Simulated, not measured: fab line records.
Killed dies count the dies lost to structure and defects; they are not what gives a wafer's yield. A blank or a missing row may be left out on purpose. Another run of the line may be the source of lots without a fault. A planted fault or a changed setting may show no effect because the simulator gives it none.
Struck lot and sound lot, side by side | flow nand_harc | 18 out of 1159 route steps
Sound: these wafers, L693.1, L693.2, L693.5. Struck: wafers L696.1, L696.4, L696.6. The cause is given at the end.
For every step that has rows: the tool of each side, followed by ch and its chambers, followed by its first start. Under that, the readings that differ: sound wafers | struck wafers | difference of the means | sigmas: that difference in standard deviations of wafers without a fault.
alike: words and numbers the same on both sides, and readings whose means are apart by under 2 such deviations; not compared: readings that were withheld, readings missing a value for some wafer, numbers with overlapping values and no deviation given by the record, and bounds like >300 which may hide the same value.
Wherever a step has rows on one side only, a row that says differs or no value, or a row with sigmas, the two part there. Numbers that have no deviation but don't overlap get no sigmas and don't part them. A reading missing from all wafers of one side parts the sides only when that side holds two or more wafers.

NHARC_P_ZERO_WELL_CD_MEAS_24: the cd target is 720 nm.
  sound on cd_sem-01 ch 0, day 2 08:27; struck on cd_sem-03 ch 0, day 3 02:29
  alike: cd_nm
then, 1 step without rows for these wafers: NHARC_P_ZERO_WELL_HARDBAKE_25 (time 80 s).
NHARC_P_ZERO_WELL_DESCUM_26: chemistry O2, time 3 s.
  sound on rie_diel-04 ch 0,1, day 2 08:37; struck on rie_diel-04 ch 0,3, day 3 02:38
  alike: drypump_motor_current_A, o2_flow_sccm, oes_product_au, rf_vpp_V, showerhead_plenum_p_Torr, throttle_valve_pct
  not compared: rf_hours_counter_h
then, 9 steps without rows for these wafers: NHARC_P_ZERO_WELL_IMPLANT_27; NHARC_P_ZERO_WELL_IMPLANT_57; NHARC_P_ZERO_WELL_IMPLANT_58; NHARC_P_ZERO_WELL_STRIP_28 (strips in SPM, time 840 s); NHARC_P_ZERO_WELL_DEHYDRATE_29 (time 120 s); NHARC_P_ZERO_WELL_HMDS_30 (time 30 s); NHARC_P_ZERO_WELL_COAT_31; NHARC_P_ZERO_WELL_SOFTBAKE_32 (time 95 s); NHARC_P_ZERO_WELL_EBR_33.
NHARC_P_ZERO_WELL_EXPOSE_34: exposes mask P PWELL, target cd 720 nm.
  sound on krf_scanner-02 ch 0, day 2 09:55; struck on krf_scanner-02 ch 0, day 3 03:58
  reading              | sound                | struck               | difference | sigmas
  exposure_dose_mJ_cm2 | 22.294 22.322 22.317 | 32.863 32.838 32.841 | +10.536    | +99 or more
  alike: mask
then, 2 steps without rows for these wafers: NHARC_P_ZERO_WELL_PEB_35 (peb time 85 s); NHARC_P_ZERO_WELL_DEVELOP_36 (time 70 s).
NHARC_P_ZERO_WELL_CD_MEAS_37: the cd target is 720 nm.
  sound on cd_sem-01 ch 0, day 2 10:05; struck on cd_sem-03 ch 0, day 3 04:08
  reading    | sound             | struck            | difference | sigmas
  cd_nm (nm) | 723.8 718.6 722.7 | 784.3 788.0 785.0 | +64.1      | +26
then, 1 step without rows for these wafers: NHARC_P_ZERO_WELL_HARDBAKE_38 (time 80 s).
-- jump in the record: it breaks off in module P_ZERO_WELL and resumes in module END (first step shown: number 1159 of the route), and 18 days separate the struck wafers' starts before and after --
NHARC_END_SORT_01:
  here the record holds rows for the struck wafers (prober-01 ch 0, day 21 01:50) but none for the sound ones

== WHERE THEY PART ==
Earliest at NHARC_P_ZERO_WELL_EXPOSE_34; latest, in this record, at NHARC_END_SORT_01.

WHY: the cause the simulator had injected
Drift in process parameters on krf_scanner-02 at NHARC_P_ZERO_WELL_EXPOSE_34, starting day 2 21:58. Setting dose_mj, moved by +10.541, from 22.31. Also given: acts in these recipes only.
